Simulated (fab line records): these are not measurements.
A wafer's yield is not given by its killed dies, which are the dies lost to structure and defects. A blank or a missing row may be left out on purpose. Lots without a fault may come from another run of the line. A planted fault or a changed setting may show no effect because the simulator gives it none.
Matching of chambers ; flow n5 finfet ; N5_MIM_BOT_ETCH_STRIP_01 on rie diel-06 has 4 sister chambers
The step strips in O2. 4 wafers are shown with their chamber, then 7 later ones without.

WAFERS, EACH WITH ITS CHAMBER
wafer;chamber;drypump motor current A (A)
L802.6;2;4.9
L812.1;1;5.7
L814.2;3;6.4
L814.3;0;6.4

WAFERS MISSING THEIR CHAMBER
wafer;drypump motor current A (A)
L814.5;6.4
L818.2;6.4
L818.5;6.4
L818.6;4.9
L819.4;5.8
L819.5;4.9
L819.6;6.4

THE CHAMBER EACH PASSED THROUGH
wafer;from the rows above;in truth
L814.5;can't be placed: 0 or 3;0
L818.2;can't be placed: 0 or 3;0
L818.5;can't be placed: 0 or 3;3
L818.6;2;2
L819.4;1;1
L819.5;2;2
L819.6;can't be placed: 0 or 3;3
Placed correctly: 3 of 7. From these rows, 4 cannot be placed; in 4 the true chamber is one of the candidates. Wrongly placed: 0.
How it was worked out, from the rows above alone: a wafer's distance from a chamber is the root of the sum, over the readings, of the square of ((its reading less the chamber's mean) divided by the reading's scatter). The wafer belongs to the nearest chamber; if the next one is less than 2 further off, it can't be placed. Each chamber's mean is taken over the wafers shown for it. The scatter (one wafer shown for each chamber): square how far every hidden wafer sits from the nearest shown wafer, average those squares and take the square root.
